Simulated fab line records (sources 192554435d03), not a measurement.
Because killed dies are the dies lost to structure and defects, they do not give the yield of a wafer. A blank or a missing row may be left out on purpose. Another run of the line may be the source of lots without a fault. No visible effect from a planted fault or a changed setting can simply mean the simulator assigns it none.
Split-lot study || flow n5_finfet || 21 wafers read from 7 lots, route of 1938 steps

ABOUT THE SPLIT
At N5_SD_EPI_N_EPI_21 (deposits Si:P, time 690 s), the setting time_s was moved away from the recipe's 690 s on 5 of the 21 wafers read, by -6.0% to +19.2%. All remaining wafers had this setting at the recipe value.

FROM THE SPLIT TO THE READING: what the file shows between them, 10 steps
- N5_SD_EPI_N_EPI_MEAS_23
- N5_SD_EPI_P_COAT_34: time 60 s, resist thk 350 nm (also split here: temp_c)
- N5_SD_EPI_P_COAT_35: time 60 s, resist thk 35 nm
- N5_SD_EPI_P_COAT_03: resist thk 150 nm
- N5_SD_EPI_P_EPI_21: deposits SiGe:B, time 355 s
- N5_SD_EPI_P_HM_STRIP_48: strips SiNx in H3PO4, material SiNx, target depth 3 nm
- N5_SD_EPI_P_SRD_49: time 30 s
- N5_SD_EPI_P_PRECLEAN_24: cleans in O3/DIW, time 45 s
- N5_SD_ACTIVATION_RTA_00: time 0 s
- N5_SD_ACTIVATION_LSA_01: time 0.0008 s

THE READING
RS_SD_N, in ohm/sq, at N5_SD_ACTIVATION_RS_MEAS_03 (measures by four-point-probe). A value of 21.86 ohm/sq with a standard deviation of 0.28 ohm/sq is what fault-free wafers of this fab line usually give.

{"wafer": "L075.3", "tool, chamber at the split": "epi_rpcvd-02, 0", "time_s as run, s": 690, "against the recipe": "recipe", "RS_SD_N, ohm/sq": 21.65, "against lot-mates on the recipe": "-"}
{"wafer": "L075.4", "tool, chamber at the split": "epi_rpcvd-02, 0", "time_s as run, s": 789.5, "against the recipe": "+14.4%", "RS_SD_N, ohm/sq": 19.47, "against lot-mates on the recipe": -2.18}
{"wafer": "L075.5", "tool, chamber at the split": "epi_rpcvd-02, 0", "time_s as run, s": 789.5, "against the recipe": "+14.4%", "RS_SD_N, ohm/sq": 19.64, "against lot-mates on the recipe": -2.01}
{"wafer": "L077.1", "tool, chamber at the split": "epi_rpcvd-04, 0", "time_s as run, s": 690, "against the recipe": "recipe", "RS_SD_N, ohm/sq": 21.66, "against lot-mates on the recipe": "-"}
{"wafer": "L077.3", "tool, chamber at the split": "epi_rpcvd-04, 0", "time_s as run, s": 690, "against the recipe": "recipe", "RS_SD_N, ohm/sq": 21.85, "against lot-mates on the recipe": "-"}
{"wafer": "L077.6", "tool, chamber at the split": "epi_rpcvd-04, 0", "time_s as run, s": 690, "against the recipe": "recipe", "RS_SD_N, ohm/sq": 21.45, "against lot-mates on the recipe": "-"}
{"wafer": "L084.2", "tool, chamber at the split": "epi_rpcvd-02, 0", "time_s as run, s": 690, "against the recipe": "recipe", "RS_SD_N, ohm/sq": 22.26, "against lot-mates on the recipe": "-"}
{"wafer": "L084.5", "tool, chamber at the split": "epi_rpcvd-02, 0", "time_s as run, s": 690, "against the recipe": "recipe", "RS_SD_N, ohm/sq": 21.88, "against lot-mates on the recipe": "-"}
{"wafer": "L084.6", "tool, chamber at the split": "epi_rpcvd-02, 0", "time_s as run, s": 690, "against the recipe": "recipe", "RS_SD_N, ohm/sq": 22.22, "against lot-mates on the recipe": "-"}
{"wafer": "L086.1", "tool, chamber at the split": "epi_rpcvd-01, 0", "time_s as run, s": 648.6, "against the recipe": "-6.0%", "RS_SD_N, ohm/sq": 22.66, "against lot-mates on the recipe": "+0.75"}
{"wafer": "L086.4", "tool, chamber at the split": "epi_rpcvd-01, 0", "time_s as run, s": 648.6, "against the recipe": "-6.0%", "RS_SD_N, ohm/sq": 22.96, "against lot-mates on the recipe": "+1.05"}
{"wafer": "L086.6", "tool, chamber at the split": "epi_rpcvd-01, 0", "time_s as run, s": 690, "against the recipe": "recipe", "RS_SD_N, ohm/sq": 21.91, "against lot-mates on the recipe": "-"}
{"wafer": "L087.3", "tool, chamber at the split": "epi_rpcvd-01, 0", "time_s as run, s": 690, "against the recipe": "recipe", "RS_SD_N, ohm/sq": 21.52, "against lot-mates on the recipe": "-"}
{"wafer": "L087.4", "tool, chamber at the split": "epi_rpcvd-01, 0", "time_s as run, s": 690, "against the recipe": "recipe", "RS_SD_N, ohm/sq": 21.41, "against lot-mates on the recipe": "-"}
{"wafer": "L087.6", "tool, chamber at the split": "epi_rpcvd-01, 0", "time_s as run, s": 690, "against the recipe": "recipe", "RS_SD_N, ohm/sq": 21.64, "against lot-mates on the recipe": "-"}
{"wafer": "L091.1", "tool, chamber at the split": "epi_rpcvd-01, 0", "time_s as run, s": 690, "against the recipe": "recipe", "RS_SD_N, ohm/sq": 21.84, "against lot-mates on the recipe": "-"}
{"wafer": "L091.3", "tool, chamber at the split": "epi_rpcvd-01, 0", "time_s as run, s": 690, "against the recipe": "recipe", "RS_SD_N, ohm/sq": 21.91, "against lot-mates on the recipe": "-"}
{"wafer": "L091.4", "tool, chamber at the split": "epi_rpcvd-01, 0", "time_s as run, s": 690, "against the recipe": "recipe", "RS_SD_N, ohm/sq": 21.85, "against lot-mates on the recipe": "-"}
{"wafer": "L097.4", "tool, chamber at the split": "epi_rpcvd-02, 0", "time_s as run, s": 690, "against the recipe": "recipe", "RS_SD_N, ohm/sq": 21.32, "against lot-mates on the recipe": "-"}
{"wafer": "L097.5", "tool, chamber at the split": "epi_rpcvd-02, 0", "time_s as run, s": 690, "against the recipe": "recipe", "RS_SD_N, ohm/sq": 21.86, "against lot-mates on the recipe": "-"}
{"wafer": "L097.6", "tool, chamber at the split": "epi_rpcvd-02, 0", "time_s as run, s": 822.2, "against the recipe": "+19.2%", "RS_SD_N, ohm/sq": 19.54, "against lot-mates on the recipe": -2.05}

FIT RESULTS
A straight line over all 21 wafers: RS_SD_N changes by -0.14 ohm/sq for each +1% of time_s; r = -0.96; the points scatter about the line by 0.28 ohm/sq.
The same after taking each lot's own level away (the mean of its wafers on the recipe; 21 wafers): -0.13 ohm/sq for each +1%; r = -0.97; scatter 0.19 ohm/sq.
On that fit, the largest move of time_s shifts the reading by 2.5 ohm/sq.
Measured against the standard deviation above, the lots' own levels, which go from 21.523 to 22.120 ohm/sq, span 2.1 times it.
The two slopes agree, so the slope changes little with the lot-to-lot level.
Check: -2.8 ohm/sq against its lot-mates is what the line predicts for one of the wafers moved furthest among these (+19.2%) when that wafer is left out of the fit. Against them it came out at -2.05 ohm/sq.

ADDITIONAL SPLITS CARRIED BY THESE WAFERS
These wafers also went through other splits before the reading. Each is held against what the fit with the lots' levels taken away leaves over:
{"other split on the same wafers": "N5_DUMMY_GATE_EXPOSE_12 dose_mj", "wafers away from the commonest value": 6, "r with RS_SD_N (lot level and that fit taken away)": -0.16}
{"other split on the same wafers": "N5_SD_EPI_P_COAT_34 temp_c", "wafers away from the commonest value": 9, "r with RS_SD_N (lot level and that fit taken away)": "+0.07"}

THE WHOLE CHAIN: every reading that the file lists as answering this split, in the file's order
{"step": "N5_SD_EPI_N_EPI_21", "what it does": "deposits Si:P, time 690 s", "reading": "Si-P_of_SD_EPI_N_EPI_21.thk_nm (the simulator's own value, which no gauge read)", "change (the file's fit)": "+0.377 nm for each +1% of the setting", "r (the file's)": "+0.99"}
{"step": "N5_SD_EPI_N_EPI_MEAS_23", "what it does": "", "reading": "thk_nm", "change (the file's fit)": "withheld for each +1% of the setting", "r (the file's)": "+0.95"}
{"step": "N5_SD_EPI_P_HM_STRIP_48", "what it does": "strips SiNx in H3PO4, material SiNx, target depth 3 nm", "reading": "Si-P_of_SD_EPI_N_EPI_21.thk_nm (the simulator's own value, which no gauge read)", "change (the file's fit)": "+0.369 nm for each +1% of the setting", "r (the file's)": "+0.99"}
{"step": "N5_SD_ACTIVATION_RS_MEAS_03", "what it does": "measures by four-point-probe", "reading": "RS_SD_N", "change (the file's fit)": "-0.123 for each +1% of the setting", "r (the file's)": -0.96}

FILE'S OWN FIT
RS_SD_N changes by -0.123 ohm/sq for each +1% of time_s, r = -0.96.
